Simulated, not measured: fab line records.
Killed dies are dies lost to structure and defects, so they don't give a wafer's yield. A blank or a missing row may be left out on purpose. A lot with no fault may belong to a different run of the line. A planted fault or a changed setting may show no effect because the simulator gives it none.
What tool caused it?    flow n5_finfet    33 wafers from 11 lots sampled at 4 of the route's 1938 steps

== WHAT EACH GAUGE READ, for each wafer ==
N5_BEOL_M12_RS_MEAS_54: measures by four-point-probe.
lot   measured      on             M12_RS (ohm/sq)
L129  day 15 03:50  film_metro-01  0.0618 0.0613 0.0585
L127  day 15 09:29  film_metro-02  0.0608 0.0611 0.0609
L136  day 16 13:38  film_metro-01  0.0613 0.0571 0.0612
L139  day 17 10:23  film_metro-01  0.0581 0.0606 0.0585
L142  day 18 06:55  film_metro-02  0.0584 0.0598 0.0601
L140  day 18 14:00  film_metro-02  0.0586 0.0610 0.0588
L145  day 18 18:34  film_metro-02  0.0612 0.0616 0.0602
L147  day 19 18:06  film_metro-01  0.0587 0.0589 0.0595
L148  day 20 03:43  film_metro-02  0.0591 0.0591 0.0594
L149  day 20 05:19  film_metro-01  0.0583 0.0590 0.0587
L150  day 20 17:16  film_metro-01  0.0597 0.0611 0.0587

== TOOL THAT RAN EACH LOT (tool first, then ch and the chambers of the sampled wafers, then the start) ==
lot   N5_BEOL_M12_PRE_CLEAN_42      N5_BEOL_M12_SPUTTER_43        N5_BEOL_M12_CMP_49
L129  pvd_sputter-01, day 15 02:28  pvd_sputter-01, day 15 02:31  cmp-01 ch 1,2,3, day 15 03:29
L127  pvd_sputter-02, day 15 08:07  pvd_sputter-02, day 15 08:09  cmp-02 ch 0,1,2, day 15 09:04
L136  pvd_sputter-02, day 16 12:18  pvd_sputter-02, day 16 12:20  cmp-01 ch 0,1,2, day 16 13:13
L139  pvd_sputter-03, day 17 09:01  pvd_sputter-03, day 17 09:03  cmp-04 ch 2,3, day 17 10:01
L142  pvd_sputter-03, day 18 05:43  pvd_sputter-03, day 18 05:46  cmp-04 ch 0,2,3, day 18 06:29
L140  pvd_sputter-01, day 18 12:49  pvd_sputter-01, day 18 12:52  cmp-02 ch 0,1,3, day 18 13:40
L145  pvd_sputter-01, day 18 17:12  pvd_sputter-01, day 18 17:14  cmp-01 ch 0,3, day 18 18:09
L147  pvd_sputter-01, day 19 16:54  pvd_sputter-01, day 19 16:56  cmp-01 ch 0,2,3, day 19 17:40
L148  pvd_sputter-03, day 20 02:30  pvd_sputter-03, day 20 02:32  cmp-04 ch 0,2, day 20 03:18
L149  pvd_sputter-02, day 20 04:08  pvd_sputter-02, day 20 04:11  cmp-02 ch 0,1,2, day 20 05:01
L150  pvd_sputter-01, day 20 15:31  pvd_sputter-01, day 20 15:34  cmp-01 ch 0,2, day 20 16:53
- N5_BEOL_M12_PRE_CLEAN_42: time 30 s.
- N5_BEOL_M12_SPUTTER_43: material TaN, target thk 15 nm, time 24.19 s.
- N5_BEOL_M12_CMP_49: polishes, stops on SiOC, t overpolish 20.6 s, target thk 320 nm.

== AS READ BY THE TOOLS THEMSELVES (means over the sampled wafers that have a number; for cases with no such wafer, the mark the record gives instead) ==
N5_BEOL_M12_PRE_CLEAN_42.
lot   tool            heater_power_w (W)
L129  pvd_sputter-01  313
L127  pvd_sputter-02  299
L136  pvd_sputter-02  310
L139  pvd_sputter-03  379
L142  pvd_sputter-03  334
L140  pvd_sputter-01  308
L145  pvd_sputter-01  331
L147  pvd_sputter-01  298
L148  pvd_sputter-03  352
L149  pvd_sputter-02  367
L150  pvd_sputter-01  325

N5_BEOL_M12_SPUTTER_43.
lot   tool            chamber_pressure_pa (Pa)  throttle_valve_pct (%)
L129  pvd_sputter-01  0.12                      29.7
L127  pvd_sputter-02  0.12                      29.9
L136  pvd_sputter-02  0.12                      30.6
L139  pvd_sputter-03  0.12                      30.8
L142  pvd_sputter-03  0.12                      29.2
L140  pvd_sputter-01  0.12                      29.9
L145  pvd_sputter-01  0.12                      31.1
L147  pvd_sputter-01  0.12                      30.0
L148  pvd_sputter-03  0.12                      30.1
L149  pvd_sputter-02  0.12                      30.1
L150  pvd_sputter-01  0.12                      31.2

N5_BEOL_M12_CMP_49.
lot   tool    barrier_field_endpoint_s (s)  motor_current_A (A)  slurry_flow_ml_min
L129  cmp-01  30.3                          5.7                  150.2
L127  cmp-02  30.1                          5.1                  150.0
L136  cmp-01  30.1                          6.2                  150.0
L139  cmp-04  30.7                          6.0                  149.7
L142  cmp-04  29.9                          5.8                  150.0
L140  cmp-02  30.0                          5.6                  149.8
L145  cmp-01  30.4                          6.0                  150.0
L147  cmp-01  29.5                          5.6                  150.1
L148  cmp-04  30.9                          5.7                  149.8
L149  cmp-02  29.6                          5.0                  150.3
L150  cmp-01  30.6                          6.0                  149.7

== THE ANSWER, worked out from the rows above alone ==
Rule: the lots themselves supply what counts as usual. Put in order of their means at a reading, lots are off if they are a third of the lots or fewer, leave a main group of 4 or more, and stand apart from it by a gap of 3 or more times the standard deviation of the main group's means; of several such gaps the widest counts. A main group is skipped when, at the precision printed for the reading in the tables above, its means are all equal. Also off: a lot with no number at a reading for which 4 or more lots have one. Any other lot the step has rows for is counted as sound. Order of review: gauges by route order, followed by the tools' own readings, for which a lot's mean as printed above is used. At the first step where some lot is off, the reading lying furthest off is the one used; lots without a number count as furthest.
Across all readings shown, no lot is off: no conclusion can be drawn from this.

== WHAT WAS PUT IN BY THE SIMULATOR ==
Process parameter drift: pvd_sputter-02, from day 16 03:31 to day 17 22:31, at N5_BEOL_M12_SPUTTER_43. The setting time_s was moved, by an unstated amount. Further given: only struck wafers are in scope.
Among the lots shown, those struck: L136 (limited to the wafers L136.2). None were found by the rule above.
